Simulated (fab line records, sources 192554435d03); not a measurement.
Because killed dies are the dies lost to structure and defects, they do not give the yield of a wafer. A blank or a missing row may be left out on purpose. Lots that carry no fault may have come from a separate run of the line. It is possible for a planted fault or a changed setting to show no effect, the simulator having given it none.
Lot-split experiment + flow n5-finfet + 21 wafers read from 7 lots, route of 1938 steps

## SPLIT DETAILS
At N5_BEOL_M3_COAT_67 (time 60 s, resist thk 60 nm), the setting spin-rpm was moved away from the recipe's 1500 rpm on 7 of the 21 wafers read, by -10.5% to +8.1%. All remaining wafers had this setting at the recipe value.

## FROM THE SPLIT TO THE READING: what the file shows between them, 6 steps
- N5_BEOL_M3_EXPOSE_25: exposes mask V2, defocus 5 nm (also split here: dose-mj)
- N5_BEOL_M3_PEB_26: peb time 60 s
- N5_BEOL_M3_DEVELOP_27: develop time 30 s
- N5_BEOL_M3_CD_MEAS_28: target cd 25.7 nm, target cd y 23.3 nm
- N5_BEOL_M3_ALD_98: deposits SiO2, target thk 2.5 nm, pulse time 1 s, co reactant pulse time 1 s
- N5_BEOL_M3_ETCHBACK_99: etches SiO2 in CHF3, target depth 5 nm, time 10.4 s

## THE READING
etch.depth-nm (the simulator's own value, which no gauge read), in nm, at N5_BEOL_M3_ETCH_70 (etches SOC in N2/H2, target depth 80 nm, overetch 16 nm, time 120 s). The file gives no usual value for it. Average 60.02 nm, standard deviation 0.12 nm, over the 14 wafers here run with the recipe.

| wafer  | tool, chamber at the split | spin-rpm as run, rpm | against the recipe | etch.depth-nm, nm | against lot-mates on the recipe |
|--------|----------------------------|----------------------|--------------------|-------------------|---------------------------------|
| L075.2 | litho-track-01, 0          | 1500                 | recipe             | 59.88             | -                               |
| L075.3 | litho-track-01, 0          | 1500                 | recipe             | 59.94             | -                               |
| L075.6 | litho-track-01, 0          | 1404                 | -6.4%              | 62.04             | +2.13                           |
| L083.1 | litho-track-04, 0          | 1500                 | recipe             | 59.94             | -                               |
| L083.4 | litho-track-04, 0          | 1500                 | recipe             | 59.8              | -                               |
| L083.5 | litho-track-04, 0          | 1342                 | -10.5%             | 63.04             | +3.17                           |
| L087.2 | litho-track-04, 0          | 1395                 | -7.0%              | 62.32             | +2.35                           |
| L087.3 | litho-track-04, 0          | 1500                 | recipe             | 59.96             | -                               |
| L087.6 | litho-track-04, 0          | 1500                 | recipe             | 59.98             | -                               |
| L086.3 | litho-track-01, 0          | 1622                 | +8.1%              | 57.79             | -2.21                           |
| L086.5 | litho-track-01, 0          | 1622                 | +8.1%              | 57.74             | -2.26                           |
| L086.6 | litho-track-01, 0          | 1500                 | recipe             | 60                | -                               |
| L093.2 | litho-track-04, 0          | 1500                 | recipe             | 60.14             | -                               |
| L093.5 | litho-track-04, 0          | 1500                 | recipe             | 60.07             | -                               |
| L093.6 | litho-track-04, 0          | 1425                 | -5.0%              | 61.5              | +1.39                           |
| L091.2 | litho-track-03, 0          | 1500                 | recipe             | 60.04             | -                               |
| L091.3 | litho-track-03, 0          | 1500                 | recipe             | 60.34             | -                               |
| L091.5 | litho-track-03, 0          | 1344                 | -10.4%             | 63.61             | +3.42                           |
| L095.2 | litho-track-01, 0          | 1500                 | recipe             | 60.05             | -                               |
| L095.3 | litho-track-01, 0          | 1500                 | recipe             | 60.09             | -                               |
| L095.6 | litho-track-01, 0          | 1500                 | recipe             | 60.06             | -                               |

FIT RESULTS
A straight line over all 21 wafers: etch.depth-nm changes by -0.303 nm for each +1% of spin-rpm; r = -0.99; the points scatter about the line by 0.17 nm.
The same after taking each lot's own level away (the mean of its wafers on the recipe; 21 wafers): -0.303 nm for each +1%; r = -1.00; scatter 0.12 nm.
That fit puts the effect of the largest move of spin-rpm on the reading at 3.2 nm.
Measured against the standard deviation above, the lots' own levels, which go from 59.870 to 60.190 nm, span 2.6 times it.
Consequently the slope shifts little with the lot-to-lot level, the two slopes agreeing.
Check: for one of the wafers moved furthest among these (-10.5%), held out of the fit, the line's prediction against its lot-mates is +3.26 nm. It came out at +3.17 nm against them.

## ADDITIONAL SPLITS CARRIED BY THESE WAFERS
Other splits were also applied to these wafers ahead of the reading. Each is held against what the fit with the lots' levels taken away leaves over:
| other split on the same wafers | wafers away from the commonest value | r with etch.depth-nm (lot level and that fit taken away) |
|--------------------------------|--------------------------------------|----------------------------------------------------------|
| N5_BEOL_M2_DESCUM_33 time-s    | 8                                    | +0.06                                                    |
| N5_BEOL_M2_ALD_98 ald-cycles   | 9                                    | +0.27                                                    |
| N5_BEOL_M3_EXPOSE_25 dose-mj   | 11                                   | -0.01                                                    |

## THE WHOLE CHAIN: every reading that the file lists as answering this split, in the file's order
| step               | what it does                                                        | reading                                                                        | change (the file's fit)               | r (the file's) |
|--------------------|---------------------------------------------------------------------|--------------------------------------------------------------------------------|---------------------------------------|----------------|
| N5_BEOL_M3_COAT_67 | time 60 s, resist thk 60 nm                                         | SOC_of_BEOL_M3_COAT_67.thk-nm (the simulator's own value, which no gauge read) | -0.309 nm for each +1% of the setting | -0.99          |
| N5_BEOL_M3_ETCH_70 | etches SOC in N2/H2, target depth 80 nm, overetch 16 nm, time 120 s | etch.depth-nm (the simulator's own value, which no gauge read)                 | -0.31 nm for each +1% of the setting  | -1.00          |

## FILE'S OWN FIT
etch.depth-nm changes by -0.31 nm for each +1% of spin-rpm, r = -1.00.
